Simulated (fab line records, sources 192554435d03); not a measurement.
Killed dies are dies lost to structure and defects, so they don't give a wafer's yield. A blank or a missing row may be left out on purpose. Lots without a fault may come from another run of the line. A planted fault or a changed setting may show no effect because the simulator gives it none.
One fault seen from 2 desks | flow n5_finfet | each desk has only its own numbers; what lay behind them comes last
Where a reading is given only as a bound, like >300, the bound stands for it, and a mean or a difference that rests on one is marked > or <: the true number lies beyond.

THE METROLOGY DESK
What the gauges read, lot by lot, whatever tool the lot ran on: means of the sampled wafers that have a number. A lot is out of limits, marked OUT, if its mean lies more than 4 standard deviations from the usual mean; the brackets give that distance. Of its 14 readings 7 are shown: those that lie furthest out on some lot.
Columns: A = cd_nm at N5_WELL_APT_CD_MEAS_25, usual 199.5 nm; B = PWELL_OVL at N5_WELL_APT_OVL_MEAS_26, usual 6 nm; C = cd_nm at N5_PMOS_HMC_CHANNEL_EPI_CD_MEAS_09, usual 238.2 nm; D = IOFF_N at N5_BEOL_M4_RC_MEAS_101, usual 0.15 nA/um; E = ION_P at N5_BEOL_M4_RC_MEAS_101, usual 463 uA/um; F = SS_N at N5_BEOL_M4_RC_MEAS_101, usual 71.3 mV/dec; G = SS_P at N5_BEOL_M4_RC_MEAS_101, usual 73.1 mV/dec
lot  | first seen here | A     | B  | C     | D    | E   | F    | G
L275 | day 2 08:58     | 202.6 | 13 | 238.4 | 0.15 | 466 | 70.8 | 73.0
L276 | day 2 14:59     | 197.8 | 9  | 237.5 | 0.18 | 468 | 71.9 | 73.8
L282 | day 4 03:11     | 197.5 | -0 | 237.1 | 0.14 | 460 | 70.7 | 73.3
L289 | day 5 20:47     | 196.6 | 11 | 238.7 | 0.17 | 470 | 71.7 | 73.1
L293 | day 6 20:58     | 196.2 | 7  | 238.7 | 0.17 | 463 | 72.2 | 73.1
This desk's finding: nothing out of limits on any of the 5 lots.

THE DEFECT DESK
What the inspections along the route counted, lot by lot: means of the sampled wafers that have a number. A lot is out of limits, marked OUT, if its mean lies more than 4 standard deviations from the usual mean; the brackets give that distance.
Columns: A = raw_defect_count at N5_WELL_APT_INSPECT_27, usual 2.0; B = raw_defect_count at N5_WELL_APT_INSPECT_38, usual 13; C = raw_defect_count at N5_PMOS_HMC_CHANNEL_EPI_INSPECT_11, usual 2.1
lot  | first seen here | A   | B             | C
L275 | day 2 09:01     | 4.0 | 11            | 1.3
L276 | day 2 15:02     | 2.3 | 15            | 0.7
L282 | day 4 03:14     | 2.0 | 216 (+42) OUT | >101 (>+66) OUT
L289 | day 5 20:51     | 1.3 | 11            | 1.7
L293 | day 6 21:01     | 2.0 | 18            | 1.7
This desk's finding: out of limits on L282; first on L282, day 4 06:22 (raw_defect_count at N5_WELL_APT_INSPECT_38). In limits: L275, L276, L289, L293.

PUT TOGETHER
The defect desk could have raised an alarm at day 4 06:22, on L282.
The metrology desk saw nothing out of limits.
The metrology desk has L282 on record, within its limits.
Of the lots named, all ran N5_WELL_APT_PRECLEAN_39 on wet_bench-06.

WHAT THE SIMULATOR HAD PUT IN
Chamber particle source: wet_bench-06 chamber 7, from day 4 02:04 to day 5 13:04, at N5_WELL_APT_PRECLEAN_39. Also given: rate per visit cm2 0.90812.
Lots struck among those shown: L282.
Hours from the fault's start to each desk's first reading out of limits: the defect desk, 4.
